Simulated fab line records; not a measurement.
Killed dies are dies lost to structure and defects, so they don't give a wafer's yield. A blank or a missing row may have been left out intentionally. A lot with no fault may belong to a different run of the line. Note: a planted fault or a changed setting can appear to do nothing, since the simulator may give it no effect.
Chamber matching	flow n5Finfet	4 sister chambers for N5_PMOS_HMC_CHANNEL_EPI_CMP_21 on cmp-02
The step polishes SiGe30, target thk 54 nm. 8 wafers are shown with their chamber, then 9 later ones without.

## WAFERS WITH THEIR CHAMBER
wafer	chamber	motorCurrentA (A)
L085.3	1	11.8
L087.5	3	11.3
L090.1	1	11.5
L091.4	0	11.6
L091.6	3	11.5
L092.1	0	11.8
L092.2	2	11.6
L092.5	2	11.1

## WAFERS WHOSE CHAMBER IS MISSING
wafer	motorCurrentA (A)
L093.1	11.3
L093.3	11.6
L093.5	11.8
L095.1	12.1
L095.2	12.2
L095.4	12.4
L096.1	12.1
L096.2	11.4
L096.3	11.4

## THE CHAMBER EACH PASSED THROUGH
wafer	from the rows above	in truth
L093.1	can't be placed: 2 or 3 or 1 or 0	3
L093.3	can't be placed: 1 or 0 or 3 or 2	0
L093.5	can't be placed: 0 or 1 or 3 or 2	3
L095.1	can't be placed: 0 or 1 or 3 or 2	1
L095.2	can't be placed: 0 or 1 or 3 or 2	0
L095.4	can't be placed: 0 or 1 or 3 or 2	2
L096.1	can't be placed: 0 or 1 or 3 or 2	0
L096.2	can't be placed: 3 or 2 or 1 or 0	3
L096.3	can't be placed: 3 or 2 or 1 or 0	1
Correct placement for 0 of the 9. Unplaceable from these rows: 9, with the true chamber sitting among the candidates in 9. Wrongly placed: 0.
How it was worked out, from the rows above alone: a wafer's distance from a chamber is the root of the sum, over the readings, of the square of ((its reading less the chamber's mean) divided by the reading's scatter). The wafer belongs to the nearest chamber; if the next one is less than 2 further off, it can't be placed. For every chamber, the mean is computed from those of its wafers that are shown. How the scatter is found: for the shown wafers, subtract from each reading the mean of its chamber, square and add these, divide the total by (wafers less chambers), then take the root.
